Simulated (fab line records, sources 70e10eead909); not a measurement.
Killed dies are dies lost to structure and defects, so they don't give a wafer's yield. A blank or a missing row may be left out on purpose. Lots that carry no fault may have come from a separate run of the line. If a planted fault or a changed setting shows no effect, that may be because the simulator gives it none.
Which tool is to blame?	flow nand harc	12 lots, 35 wafers sampled, at 5 steps of a route of 1159

WHAT THE GAUGES READ, wafer by wafer
NHARC_A_M1_THK_MEAS_24: measures by xrf. Usual: thk nm reads 153.8 nm (standard deviation 1.6).
lot	measured	on	thk nm (nm)	flag
L802	day 17 23:37	film metro-02	153.4 149.9 153.1	
L809	day 19 17:19	film metro-02	152.4 153.2 155.2	
L807	day 20 02:36	film metro-01	149.9 152.4 155.5	
L808	day 20 03:41	film metro-02	156.9 152.2 153.9	
L810	day 20 14:58	film metro-01	153.4 153.8 153.8	
L812	day 20 18:28	film metro-01	151.8 155.1 153.7	
L815	day 22 02:28	film metro-01	152.8 154.5	
L816	day 22 02:44	film metro-01	152.9 155.0 154.0	
L817	day 22 11:55	film metro-02	152.0 154.2 154.4	
L818	day 22 13:59	film metro-02	153.6 154.7 153.7	
L822	day 23 19:06	film metro-01	154.3 155.8 157.8	
L821	day 23 23:02	film metro-02	151.4 155.0 152.1	

NHARC_END_SORT_01. Usual: defect limited yield 95.5 %, standard deviation 1.4; killed at array 26, standard deviation 9.7; killed at other 1.0, standard deviation 1.2; killed at periphery 3.9, standard deviation 2.6; killed dies 31, standard deviation 9.7; killed open 3.2, standard deviation 1.8; killed short 2.0, standard deviation 1.3; sort_bin_2_pct 1.4 %, standard deviation 0.6; sort_bin_3_pct 0.23 %, standard deviation 0.2; sort_bin_4_pct 2.9 %, standard deviation 0.97; sort n pass 646, standard deviation 9.7; sort rim yield pct 95.7 %, standard deviation 2.6; sort yield pct 95.5 %, standard deviation 1.4.
lot	measured	on	defect limited yield (%)	killed at array	killed at other	killed at periphery	killed dies	killed open	killed short	sort_bin_2_pct (%)	sort_bin_3_pct (%)	sort_bin_4_pct (%)	sort n pass	sort rim yield pct (%)	sort yield pct (%)	flag
L815	day 23 17:20	prober-01	93.5 93.4	42 38	1 2	1 5	44 45	4 2	1 2	1.8 2.4	0.30 0.44	4.4 3.8	633 632	93.4 91.5	93.5 93.4	
L816	day 23 16:39	prober-02	96.5 97.8 95.9	16 12 19	1 0 0	7 3 9	24 15 28	3 1 9	4 2 3	0.9 0.6 1.0	0.30 0 0	2.4 1.6 3.1	653 662 649	93.4 96.2 97.2	96.5 97.8 95.9	

WHICH TOOL RAN EACH LOT (tool, then ch and the chambers of the sampled wafers, then the start)
lot	NHARC_A_M1_ETCH_28	NHARC_A_M1_DEP_33	NHARC_A_BONDPAD_CMP_29
L802	rie diel-05 ch 0,1, day 17 23:37 or earlier	pecvd-01 ch 1,2, day 18 00:03	cmp-04 ch 1,3, day 18 01:10
L809	rie diel-07 ch 1,2,3, day 19 17:19 or earlier	pecvd-04 ch 0,1,2, day 19 17:37	cmp-01 ch 1,2,3, day 19 18:37
L807	rie diel-05 ch 1,3, day 20 02:36 or earlier	pecvd-04 ch 1,2, day 20 02:55	cmp-01 ch 0,2,3, day 20 03:54
L808	rie diel-02 ch 1,2, day 20 03:41 or earlier	pecvd-04 ch 0,1,2, day 20 04:01	cmp-01 ch 0,2, day 20 05:01
L810	rie diel-07 ch 0,1, day 20 14:58 or earlier	pecvd-04 ch 0,1,2, day 20 15:16	cmp-01 ch 0,1,3, day 20 16:16
L812	rie diel-07 ch 0,1,3, day 20 18:28 or earlier	pecvd-01 ch 0,1,2, day 20 19:03	cmp-04 ch 0,3, day 20 19:54
L815	rie diel-07 ch 1,2, day 22 02:28 or earlier	pecvd-02 ch 0,1, day 22 02:59	cmp-03 ch 0,1, day 22 03:53
L816	rie diel-02 ch 0,2,3, day 22 02:44 or earlier	pecvd-04 ch 0,1,2, day 22 03:10	cmp-04 ch 1,2,3, day 22 04:05
L817	rie diel-02 ch 0,1,3, day 22 11:55 or earlier	pecvd-04 ch 1,2, day 22 12:15	cmp-01 ch 1,2,3, day 22 13:16
L818	rie diel-07 ch 0,2,3, day 22 13:59 or earlier	pecvd-04 ch 0,1, day 22 14:51	cmp-03 ch 0,1,2, day 22 15:49
L822	rie diel-05 ch 0,1,3, day 23 19:06 or earlier	pecvd-04 ch 1,2, day 23 19:25	cmp-01 ch 0,1,2, day 23 20:23
L821	rie diel-07 ch 0,2,3, day 23 23:02 or earlier	pecvd-02 ch 0,1,2, day 23 23:21	cmp-03 ch 0,1,2, day 24 00:19
- NHARC_A_M1_ETCH_28: etches the open film in CF4/N2, target depth 30 nm, time 72.99 s.
- NHARC_A_M1_DEP_33: deposits SiCN, target thk 30 nm.
- NHARC_A_BONDPAD_CMP_29: polishes SiCN, target thk 200 nm.

AS READ BY THE TOOLS THEMSELVES (means over the sampled wafers that have a number; for cases with no such wafer, the mark the record gives instead)
NHARC_A_M1_ETCH_28. Usual: chamber pressure mTorr 29.999 mTorr, standard deviation 0.027; drypump motor current A 5.7 A, standard deviation 0.42; oes product au 0.997 a.u., standard deviation 0.016; rf vpp V 313.4 V, standard deviation 2.1; showerhead plenum p Torr 2.58 Torr, standard deviation 0.11; throttle valve pct 19.794 %, standard deviation 0.0093.
lot	tool	chamber pressure mTorr (mTorr)	drypump motor current A (A)	oes product au (a.u.)	rf vpp V (V)	showerhead plenum p Torr (Torr)	throttle valve pct (%)	flag
L802	rie diel-05	30.030	5.8	1.015	315.1	2.70	19.790	
L809	rie diel-07	29.991	5.9	1.014	314.6	2.64	19.789	
L807	rie diel-05	30.000	5.8	1.015	314.4	2.60	19.795	
L808	rie diel-02	29.994	5.6	0.977	311.5	2.48	19.794	
L810	rie diel-07	29.984	5.6	1.000	314.1	2.63	19.789	
L812	rie diel-07	29.988	5.6	1.006	313.9	2.67	19.795	
L815	rie diel-07	29.992	6.0	1.007	312.9	2.58	19.804	
L816	rie diel-02	30.005	5.8	0.985	311.9	2.48	19.798	
L817	rie diel-02	30.029	5.3	0.994	311.1	2.46	19.796	
L818	rie diel-07	29.989	5.9	0.992	314.8	2.65	19.796	
L822	rie diel-05	30.000	5.7	0.996	314.3	2.64	19.791	
L821	rie diel-07	29.990	5.9	0.992	315.3	2.65	19.793	

NHARC_A_M1_DEP_33. Usual: chamber pressure Torr 3.000 Torr, standard deviation 0.0075; heater power outer w 309 W, standard deviation 49; heater power w 559 W, standard deviation 63.
lot	tool	chamber pressure Torr (Torr)	heater power outer w (W)	heater power w (W)	flag
L802	pecvd-01	2.995	312	553	
L809	pecvd-04	3.003	285	537	
L807	pecvd-04	3.001	295	553	
L808	pecvd-04	3.000	263	521	
L810	pecvd-04	3.000	305	551	
L812	pecvd-01	2.996	332	586	
L815	pecvd-02	-	-	-	OFF
L816	pecvd-04	-	-	-	OFF
L817	pecvd-04	3.005	282	536	
L818	pecvd-04	2.995	250	487	
L822	pecvd-04	2.992	263	508	
L821	pecvd-02	3.007	355	613	

NHARC_A_BONDPAD_CMP_29. Usual: motor current A reads 12.2 A (standard deviation 1.4).
lot	tool	motor current A (A)	flag
L802	cmp-04	12.6	
L809	cmp-01	13.4	
L807	cmp-01	12.0	
L808	cmp-01	11.8	
L810	cmp-01	13.0	
L812	cmp-04	11.7	
L815	cmp-03	11.3	
L816	cmp-04	12.4	
L817	cmp-01	13.6	
L818	cmp-03	11.0	
L822	cmp-01	12.9	
L821	cmp-03	11.0	

THE ANSWER, worked out from the rows above alone
Rule: take the mean of a lot's wafers that have a number; if it is more than 3 standard deviations from the usual mean, the lot is off. A lot without any number at a reading at which 4 lots or more have one is off too. Where the step has rows for the other lots, those lots are counted as sound. After the gauges, taken in route order, come the tools' own readings; for these a lot's mean is taken, as printed above. At the first step where some lot is off, the reading lying furthest off is the one used; lots without a number count as furthest.
Off at NHARC_A_M1_DEP_33 (chamber pressure Torr): L815, L816. Without a number there: L815, L816.
If a tool, at that step or one of the process steps before it, ran each lot that is off and ran no sound lot following the first of them, it fits. NHARC_A_M1_ETCH_28: start missing for some lots; hours and lot order therefore follow NHARC_A_M1_THK_MEAS_24. Of those tried, none fits.

WHAT THE SIMULATOR HAD INSERTED
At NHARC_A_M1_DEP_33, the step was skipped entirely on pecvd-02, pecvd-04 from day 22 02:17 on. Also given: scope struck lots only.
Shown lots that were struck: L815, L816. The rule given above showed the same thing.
